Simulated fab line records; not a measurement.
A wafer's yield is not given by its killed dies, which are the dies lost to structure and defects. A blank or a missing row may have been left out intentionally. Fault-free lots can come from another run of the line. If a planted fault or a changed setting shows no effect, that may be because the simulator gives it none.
The tool behind it: which one?    flow n5_finfet    8 lots, 24 wafers sampled, at 7 steps of a route of 1938

## WHAT THE GAUGES READ, wafer by wafer
N5_BEOL_M0_SAQP_CD_MEAS_25: target cd 13.1 nm.
lot   measured      on         cd_nm (nm)
L979  day 5 22:42   cd_sem-01  12.78 12.96 12.58
L990  day 8 17:39   cd_sem-01  12.59 12.37 12.61
L993  day 9 12:38   cd_sem-01  12.75 12.76 12.72
L994  day 9 15:20   cd_sem-03  13.06 12.80 12.69
L995  day 9 23:47   cd_sem-01  12.50 13.06 12.44
L997  day 10 09:31  cd_sem-02  12.65 13.02 13.10
L100  day 10 23:09  cd_sem-01  12.77 12.63 12.89
L101  day 11 11:39  cd_sem-02  12.78 13.33 13.13

N5_BEOL_M4_RC_MEAS_101.
lot   measured      on         DIBL_N (mV/V)   DIBL_P (mV/V)   IOFF_N (nA/um)  IOFF_P (nA/um)  ION_N (uA/um)  ION_P (uA/um)  SS_N (mV/dec)   SS_P (mV/dec)   VT_N (mV)    VT_P (mV)
L979  day 9 01:53   prober-02  35.0 35.1 36.2  34.2 34.4 36.1  0.11 0.12 0.13  0.14 0.14 0.16  661 658 669    445 444 453    72.1 71.0 71.8  72.7 72.9 73.5  258 254 252  -259 -256 -258
L990  day 13 07:22  prober-01  38.7 37.5 37.1  37.3 35.6 35.4  0.17 0.15 0.15  0.22 0.19 0.18  674 672 659    461 454 446    71.9 72.2 71.0  74.7 73.6 73.3  250 251 256  -250 -251 -255
L997  day 14 19:54  prober-01  37.3 36.7 38.7  36.5 35.3 39.4  0.17 0.15 0.21  0.20 0.18 0.25  679 665 686    457 451 462    71.4 72.2 72.4  73.6 72.7 73.9  247 250 243  -251 -253 -251
L100  day 14 21:43  prober-02  33.1 34.7 34.6  33.5 35.8 37.0  0.11 0.13 0.14  0.13 0.16 0.17  662 666 665    444 443 449    70.6 71.6 71.9  72.9 73.6 74.3  259 255 252  -262 -262 -259
L101  day 16 01:31  prober-01  34.9 34.3 37.0  33.6 33.6 36.7  0.13 0.12 0.16  0.17 0.18 0.24  671 653 684    460 451 469    71.2 70.9 71.4  73.1 73.2 74.6  250 254 248  -252 -253 -246

## WHICH TOOL RAN EACH LOT (tool, then ch and the chambers of the sampled wafers, then the start)
lot   N5_BEOL_M0_SAQP_RECESS_114          N5_BEOL_M0_SAQP_MANDREL_ETCH_103  N5_BEOL_M0_SAQP_ETCH_106           N5_BEOL_M0_SAQP_ETCH_107           N5_BEOL_M0_SAQP_SPACER2_ETCHBACK_27
L979  vapor_etch-02 ch 0,1, day 5 21:38   rie_si-03 ch 1,2, day 5 22:53     rie_diel-02 ch 1,2,3, day 5 23:25  rie_diel-02 ch 1,2,3, day 5 23:28  rie_diel-02 ch 1,2, day 6 00:25
L990  vapor_etch-01 ch 0, day 8 15:07     rie_si-03 ch 0,2,3, day 8 17:50   rie_diel-02 ch 0,3, day 8 18:21    rie_diel-02 ch 0,3, day 8 18:25    rie_diel-05 ch 1,2, day 8 19:26
L993  vapor_etch-01 ch 1, day 9 11:29     rie_si-04 ch 0,1,3, day 9 12:49   rie_diel-05 ch 2,3, day 9 13:21    rie_diel-05 ch 2,3, day 9 13:25    rie_diel-02 ch 1,2, day 9 14:52
L994  vapor_etch-02 ch 0,1, day 9 14:23   rie_si-03 ch 0,2,3, day 9 15:30   rie_diel-05 ch 1,2,3, day 9 16:04  rie_diel-05 ch 1,2,3, day 9 16:07  rie_diel-02 ch 0,1,2, day 9 16:53
L995  vapor_etch-01 ch 0,1, day 9 21:57   rie_si-04 ch 1,3, day 10 00:06    rie_diel-03 ch 2,3, day 10 00:38   rie_diel-03 ch 2,3, day 10 00:41   rie_diel-05 ch 0,1, day 10 01:29
L997  vapor_etch-01 ch 0,1, day 10 08:28  rie_si-06 ch 0,1,3, day 10 09:42  rie_diel-03 ch 0,3, day 10 10:14   rie_diel-03 ch 0,3, day 10 10:17   rie_diel-03 ch 0,3, day 10 11:16
L100  vapor_etch-02 ch 0,1, day 10 22:05  rie_si-06 ch 0,2,3, day 10 23:19  rie_diel-03 ch 0,3, day 10 23:56   rie_diel-03 ch 0,3, day 10 23:59   rie_diel-05 ch 0,2,3, day 11 00:51
L101  vapor_etch-02 ch 0,1, day 11 10:35  rie_si-06 ch 1,2,3, day 11 12:11  rie_diel-02 ch 1,2, day 11 12:58   rie_diel-02 ch 1,2, day 11 13:01   rie_diel-02 ch 1,2, day 11 13:59
- N5_BEOL_M0_SAQP_RECESS_114: chemistry HF/NH3, target SiO2, target depth 14.4 nm, afs cycles 3, sublimation time 60 s.
- N5_BEOL_M0_SAQP_MANDREL_ETCH_103: etches a-Si in HBr/Cl2, stops on SiCN, target depth 45 nm, bt time 10 s, time 27 s.
- N5_BEOL_M0_SAQP_ETCH_106: etches SOC in N2/H2, stops on SiNx, target depth 150 nm.
- N5_BEOL_M0_SAQP_ETCH_107: etches SiNx in CH3F/O2, target depth 30 nm.
- N5_BEOL_M0_SAQP_SPACER2_ETCHBACK_27: etches SiO2 in CHF3/O2, target depth 22.5 nm, time 11.25 s.

## AS READ BY THE TOOLS THEMSELVES (means over the sampled wafers that have a number; for cases with no such wafer, the mark the record gives instead)
N5_BEOL_M0_SAQP_RECESS_114.
lot   tool           drypump_motor_current_A (A)  sublimation_temp_c (C)
L979  vapor_etch-02  5.6                          179.97
L990  vapor_etch-01  4.8                          179.86
L993  vapor_etch-01  5.4                          179.89
L994  vapor_etch-02  5.5                          180.04
L995  vapor_etch-01  5.2                          180.15
L997  vapor_etch-01  5.2                          179.88
L100  vapor_etch-02  5.5                          179.98
L101  vapor_etch-02  5.6                          179.91

N5_BEOL_M0_SAQP_MANDREL_ETCH_103.
lot   tool       HBr_flow_sccm (sccm)  bias_w (W)  drypump_motor_current_A (A)  oes_product_au (a.u.)  throttle_valve_pct (%)
L979  rie_si-03  150.1                 74.99       6.5                          0.680                  35.3
L990  rie_si-03  149.9                 75.03       6.0                          0.683                  35.9
L993  rie_si-04  -                     -           -                            -                      -
L994  rie_si-03  -                     -           -                            -                      -
L995  rie_si-04  -                     -           -                            -                      -
L997  rie_si-06  150.0                 74.94       6.0                          0.682                  35.2
L100  rie_si-06  149.8                 75.14       5.7                          0.679                  35.3
L101  rie_si-06  150.0                 75.06       5.9                          0.681                  35.3

N5_BEOL_M0_SAQP_ETCH_106.
lot   tool         bias_w (W)  chamber_pressure_mTorr (mTorr)  drypump_motor_current_A (A)  h2_flow_sccm (sccm)  n2_flow_sccm (sccm)  oes_product_au (a.u.)  rf_vpp_V (V)  showerhead_plenum_p_Torr (Torr)  throttle_valve_pct (%)
L979  rie_diel-02  60.88       29.996                          6.0                          200.1                200.1                0.75                   240.0         2.50                             17.67
L990  rie_diel-02  60.98       29.982                          5.3                          200.1                200.0                0.70                   240.7         2.54                             17.63
L993  rie_diel-05  61.08       30.009                          5.2                          200.3                200.0                0.26                   241.1         2.52                             17.64
L994  rie_diel-05  60.95       30.013                          5.3                          199.9                199.9                0.28                   240.7         2.55                             17.57
L995  rie_diel-03  61.14       29.996                          5.3                          200.1                199.8                0.29                   241.6         2.59                             17.67
L997  rie_diel-03  60.89       30.020                          5.2                          200.3                200.6                0.77                   240.9         2.59                             17.69
L100  rie_diel-03  61.22       29.997                          5.2                          200.0                200.3                0.76                   241.9         2.59                             17.71
L101  rie_diel-02  61.03       30.023                          6.1                          200.0                200.2                0.73                   240.9         2.49                             17.80

N5_BEOL_M0_SAQP_ETCH_107.
lot   tool         CH3F_flow_sccm (sccm)  O2_flow_sccm (sccm)  drypump_motor_current_A (A)  oes_product_au (a.u.)  rf_vpp_V (V)  showerhead_plenum_p_Torr (Torr)  throttle_valve_pct (%)
L979  rie_diel-02  30.10                  19.95                6.0                          0.76                   299           1.97                             16.31
L990  rie_diel-02  30.00                  20.04                5.3                          0.70                   301           2.00                             16.26
L993  rie_diel-05  29.94                  20.02                5.2                          0.68                   305           2.00                             16.45
L994  rie_diel-05  30.03                  19.95                5.3                          0.73                   305           2.03                             16.36
L995  rie_diel-03  30.04                  19.96                5.3                          0.77                   305           2.04                             16.24
L997  rie_diel-03  29.93                  20.01                5.2                          0.78                   306           2.04                             16.28
L100  rie_diel-03  30.04                  20.03                5.2                          0.78                   305           2.04                             16.29
L101  rie_diel-02  29.95                  20.02                6.1                          0.74                   300           1.97                             16.44

N5_BEOL_M0_SAQP_SPACER2_ETCHBACK_27.
lot   tool         drypump_motor_current_A (A)  oes_product_au (a.u.)  rf_vpp_V (V)  showerhead_plenum_p_Torr (Torr)  throttle_valve_pct (%)
L979  rie_diel-02  5.9                          0.76                   529           2.43                             18.74
L990  rie_diel-05  5.5                          0.73                   536           2.37                             18.88
L993  rie_diel-02  5.9                          0.28                   529           2.42                             18.66
L994  rie_diel-02  5.7                          0.28                   530           2.42                             18.67
L995  rie_diel-05  5.5                          0.33                   531           2.49                             18.60
L997  rie_diel-03  5.1                          0.75                   538           2.47                             18.85
L100  rie_diel-05  5.4                          0.88                   529           2.47                             18.77
L101  rie_diel-02  6.2                          0.73                   528           2.37                             18.95

## THE ANSWER, worked out from the rows above alone
Rule: usual is defined by the lots themselves. Put in order of their means at a reading, lots are off if they are a third of the lots or fewer, leave a main group of 4 or more, and stand apart from it by a gap of 3 or more times the standard deviation of the main group's means; of several such gaps the widest counts. A main group is skipped when, at the precision printed for the reading in the tables above, its means are all equal. A lot without any number at a reading at which 4 lots or more have one is off too. The other lots that the step has rows for count as sound. After the gauges, taken in route order, come the tools' own readings; for these a lot's mean is taken, as printed above. At the first step where some lot is off, the reading lying furthest off is the one used; lots without a number count as furthest.
Off: L993, L994, L995, at N5_BEOL_M0_SAQP_MANDREL_ETCH_103 (HBr_flow_sccm). Without a number there: L993, L994, L995. Mean 150.0 sccm and standard deviation 0.1 in the main group.
If a tool, at that step or one of the process steps before it, ran each lot that is off and ran no sound lot following the first of them, it fits. Not one of the candidates tried fits.

## WHAT THE SIMULATOR HAD INSERTED
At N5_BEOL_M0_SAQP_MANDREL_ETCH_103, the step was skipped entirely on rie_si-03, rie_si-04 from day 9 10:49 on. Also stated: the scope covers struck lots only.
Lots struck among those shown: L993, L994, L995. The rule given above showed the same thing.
